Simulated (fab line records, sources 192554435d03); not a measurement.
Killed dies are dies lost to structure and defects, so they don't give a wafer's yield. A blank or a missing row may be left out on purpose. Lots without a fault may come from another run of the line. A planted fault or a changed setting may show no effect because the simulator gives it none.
Which tool did it? | flow n5_finfet | 24 lots, 72 wafers sampled, at 4 steps of a route of 1938

WHAT THE GAUGES READ, wafer by wafer
N5_BEOL_M14_CD_MEAS_10: target cd 250 nm.
lot  | measured     | on        | cd_nm (nm)
L074 | day 10 23:23 | cd_sem-01 | 249.6 249.8 249.1
L076 | day 11 00:27 | cd_sem-03 | 249.0 251.3 249.9
L075 | day 11 00:38 | cd_sem-02 | 251.1 251.1 250.9
L077 | day 11 00:43 | cd_sem-03 | 252.5 252.9 252.5
L078 | day 11 13:52 | cd_sem-03 | 250.1 249.9 249.9
L080 | day 12 00:59 | cd_sem-02 | 250.9 249.4 251.7
L079 | day 12 01:20 | cd_sem-03 | 249.4 249.5 249.5
L081 | day 12 08:31 | cd_sem-02 | 250.2 249.6 250.7
L082 | day 12 08:47 | cd_sem-01 | 252.4 252.1 251.8
L083 | day 13 07:50 | cd_sem-02 | 250.2 248.7 248.6
L085 | day 13 15:32 | cd_sem-03 | 250.1 250.3 247.0
L086 | day 13 16:16 | cd_sem-03 | 251.4 251.9 251.7
L084 | day 13 18:04 | cd_sem-03 | 250.6 250.4 250.3
L087 | day 13 20:40 | cd_sem-03 | 251.5 249.6 253.1
L088 | day 14 12:26 | cd_sem-02 | 250.5 251.1 251.9
L089 | day 14 18:30 | cd_sem-03 | 249.2 247.4 249.9
L091 | day 14 20:49 | cd_sem-02 | 250.8 251.1 251.5
L090 | day 14 22:00 | cd_sem-01 | 250.5 251.7 249.1
L093 | day 15 11:10 | cd_sem-02 | 249.9 248.1 251.5
L092 | day 15 18:01 | cd_sem-03 | 251.9 251.0 248.7
L094 | day 16 03:31 | cd_sem-03 | 251.5 252.3 250.5
L095 | day 16 15:58 | cd_sem-03 | 250.9 251.6 252.3
L097 | day 17 09:13 | cd_sem-02 | 249.9 249.5 246.6
L096 | day 17 10:55 | cd_sem-01 | 249.3 249.4 250.5

N5_BEOL_M14_INSPECT_12: inspects for defects (macro).
lot  | measured     | on                | raw_defect_count
L074 | day 10 23:27 | defect_inspect-01 | 3 3 4
L076 | day 11 00:31 | defect_inspect-02 | 3 2 0
L075 | day 11 00:41 | defect_inspect-01 | 0 3 0
L077 | day 11 00:46 | defect_inspect-01 | 2 0 3
L078 | day 11 13:55 | defect_inspect-02 | 2 1 3
L080 | day 12 01:02 | defect_inspect-02 | 3 2 1
L079 | day 12 01:24 | defect_inspect-02 | 3 5 4
L081 | day 12 08:34 | defect_inspect-02 | 2 1 3
L082 | day 12 09:07 | defect_inspect-02 | 0 3 1
L083 | day 13 07:53 | defect_inspect-01 | 1 3 4
L085 | day 13 15:35 | defect_inspect-02 | 5 1 4
L086 | day 13 16:19 | defect_inspect-01 | 4 2 2
L084 | day 13 18:07 | defect_inspect-02 | 3 0 2
L087 | day 13 20:43 | defect_inspect-01 | 5 1 1
L088 | day 14 12:29 | defect_inspect-02 | 2 0 1
L089 | day 14 18:33 | defect_inspect-01 | 1 3 1
L091 | day 14 20:52 | defect_inspect-01 | 4 1 2
L090 | day 14 22:03 | defect_inspect-01 | 2 0 4
L093 | day 15 11:14 | defect_inspect-02 | 1 2 2
L092 | day 15 18:04 | defect_inspect-02 | 4 2 1
L094 | day 16 03:34 | defect_inspect-02 | 2 1 5
L095 | day 16 16:01 | defect_inspect-01 | 2 0 2
L097 | day 17 09:16 | defect_inspect-01 | 1 2 2
L096 | day 17 10:58 | defect_inspect-02 | 1 2 2

N5_BEOL_M14_OVL_MEAS_29.
lot  | measured     | on         | M14_OVL (nm)
L074 | day 11 00:24 | overlay-02 | 6 8 9
L076 | day 11 01:40 | overlay-02 | -6 -5 4
L075 | day 11 01:38 | overlay-01 | 2 -3 -6
L077 | day 11 01:57 | overlay-02 | 4 -6 5
L078 | day 11 14:45 | overlay-01 | 14 9 8
L080 | day 12 02:32 | overlay-01 | -9 -10 -7
L079 | day 12 02:42 | overlay-02 | 5 9 -7
L081 | day 12 09:32 | overlay-01 | -4 -8 -9
L082 | day 12 09:57 | overlay-02 | 4 1 6
L083 | day 13 08:43 | overlay-02 | -11 -8 -9
L085 | day 13 16:36 | overlay-01 | 1 -4 -6
L086 | day 13 17:09 | overlay-01 | -10 -9 -7
L084 | day 13 19:16 | overlay-01 | 13 1 10
L087 | day 13 21:47 | overlay-02 | 10 10 -1
L088 | day 14 13:26 | overlay-02 | -1 -1 -9
L089 | day 14 19:51 | overlay-02 | -5 0 2
L091 | day 14 21:56 | overlay-02 | -4 0 4
L090 | day 14 23:20 | overlay-02 | -5 0 12
L093 | day 15 12:16 | overlay-02 | -8 -11 -13
L092 | day 15 18:54 | overlay-02 | -9 -7 -10
L094 | day 16 04:39 | overlay-02 | 5 1 9
L095 | day 16 17:04 | overlay-01 | -10 -3 3
L097 | day 17 10:05 | overlay-01 | 2 5 1
L096 | day 17 12:01 | overlay-02 | 6 10 -1

WHICH TOOL RAN EACH LOT (tool, then ch and the chambers of the sampled wafers, then the start)
lot  | N5_BEOL_M14_STRIP_64
L074 | rie_diel-03 ch 0,3, day 11 00:24 or earlier
L076 | rie_diel-02 ch 0,3, day 11 01:40 or earlier
L075 | rie_diel-01 ch 0,2,3, day 11 01:38 or earlier
L077 | rie_diel-03 ch 0,1,2, day 11 01:57 or earlier
L078 | rie_diel-03 ch 1,2, day 11 14:45 or earlier
L080 | rie_diel-02 ch 0,2, day 12 02:32 or earlier
L079 | rie_diel-01 ch 0,2,3, day 12 02:42 or earlier
L081 | rie_diel-03 ch 0,1,3, day 12 09:32 or earlier
L082 | rie_diel-02 ch 0,1,2, day 12 09:57 or earlier
L083 | rie_diel-03 ch 0,1,2, day 13 08:43 or earlier
L085 | rie_diel-02 ch 0,1,3, day 13 16:36 or earlier
L086 | rie_diel-01 ch 0,2, day 13 17:09 or earlier
L084 | rie_diel-03 ch 0,3, day 13 19:16 or earlier
L087 | rie_diel-01 ch 0,1,2, day 13 21:47 or earlier
L088 | rie_diel-02 ch 0,1,2, day 14 13:26 or earlier
L089 | rie_diel-03 ch 1,3, day 14 19:51 or earlier
L091 | rie_diel-01 ch 1,3, day 14 21:56 or earlier
L090 | rie_diel-02 ch 0,1, day 14 23:20 or earlier
L093 | rie_diel-01 ch 0,1,2, day 15 12:16 or earlier
L092 | rie_diel-03 ch 0,1, day 15 18:54 or earlier
L094 | rie_diel-01 ch 0,1, day 16 04:39 or earlier
L095 | rie_diel-01 ch 1,2,3, day 16 17:04 or earlier
L097 | rie_diel-03 ch 1,2, day 17 10:05 or earlier
L096 | rie_diel-01 ch 0,3, day 17 12:01 or earlier
- N5_BEOL_M14_STRIP_64: strips in O2.

WHAT THE TOOLS THEMSELVES READ (means of the sampled wafers that have a number; where no wafer has one, the mark that the record gives instead)
N5_BEOL_M14_STRIP_64.
lot  | tool        | drypump_motor_current_A (A) | oes_product_au (a.u.) | rf_vpp_V (V) | showerhead_plenum_p_Torr (Torr) | throttle_valve_pct (%)
L074 | rie_diel-03 | 6.3                         | 0.95                  | 3.8          | 2.06                            | 16.44
L076 | rie_diel-02 | 5.6                         | 0.77                  | 3.8          | 2.10                            | 16.41
L075 | rie_diel-01 | 6.0                         | 0.82                  | 3.3          | 2.14                            | 16.30
L077 | rie_diel-03 | 6.2                         | 0.77                  | 3.5          | 2.07                            | 16.52
L078 | rie_diel-03 | 6.2                         | 0.69                  | 3.6          | 2.04                            | 16.71
L080 | rie_diel-02 | 5.5                         | 0.80                  | 3.9          | 2.10                            | 16.48
L079 | rie_diel-01 | 6.0                         | 0.81                  | 3.4          | 2.14                            | 16.33
L081 | rie_diel-03 | 6.1                         | 0.84                  | 3.8          | 2.09                            | 16.51
L082 | rie_diel-02 | 5.3                         | 0.87                  | 3.4          | 2.15                            | 16.45
L083 | rie_diel-03 | 6.2                         | 0.75                  | 3.7          | 2.06                            | 16.56
L085 | rie_diel-02 | 5.4                         | 0.82                  | 3.9          | 2.14                            | 16.42
L086 | rie_diel-01 | 5.8                         | 0.77                  | 3.7          | 2.08                            | 16.36
L084 | rie_diel-03 | 6.3                         | 0.90                  | 3.5          | 2.06                            | 16.49
L087 | rie_diel-01 | 5.9                         | 0.80                  | 3.6          | 2.07                            | 16.36
L088 | rie_diel-02 | 5.3                         | 0.84                  | 4.2          | 2.15                            | 16.49
L089 | rie_diel-03 | 6.0                         | 0.93                  | 3.6          | 2.13                            | 16.44
L091 | rie_diel-01 | 6.1                         | 0.80                  | 3.6          | 2.15                            | 16.46
L090 | rie_diel-02 | 5.0                         | 0.87                  | 3.7          | 2.19                            | 16.27
L093 | rie_diel-01 | 5.9                         | 0.78                  | 3.9          | 2.07                            | 16.38
L092 | rie_diel-03 | 6.0                         | 0.90                  | 3.4          | 2.11                            | 16.33
L094 | rie_diel-01 | 6.0                         | 0.81                  | 3.6          | 2.05                            | 16.39
L095 | rie_diel-01 | 5.9                         | 0.76                  | 3.8          | 2.09                            | 16.49
L097 | rie_diel-03 | 6.2                         | 0.93                  | 3.9          | 2.20                            | 16.32
L096 | rie_diel-01 | 6.2                         | 0.80                  | 3.8          | 2.14                            | 16.30

THE ANSWER, worked out from the rows above alone
Rule: what is usual is taken from the lots themselves. Put in order of their means at a reading, lots are off if they are a third of the lots or fewer, leave a main group of 4 or more, and stand apart from it by a gap of 3 or more times the standard deviation of the main group's means; of several such gaps the widest counts. A main group whose means are all the same, to the digits that the tables above print for the reading, isn't used. A lot without any number at a reading at which 4 lots or more have one is off too. The other lots that the step has rows for count as sound. The gauges are gone through in route order, then the tools' own readings, and for those a lot's mean is taken as printed above. The first step at which some lot is off is used, and at that step the reading that is off furthest; a lot without a number counts as furthest.
No lot is off at any reading shown: from this, nothing can be told.

WHAT THE SIMULATOR HAD PUT IN
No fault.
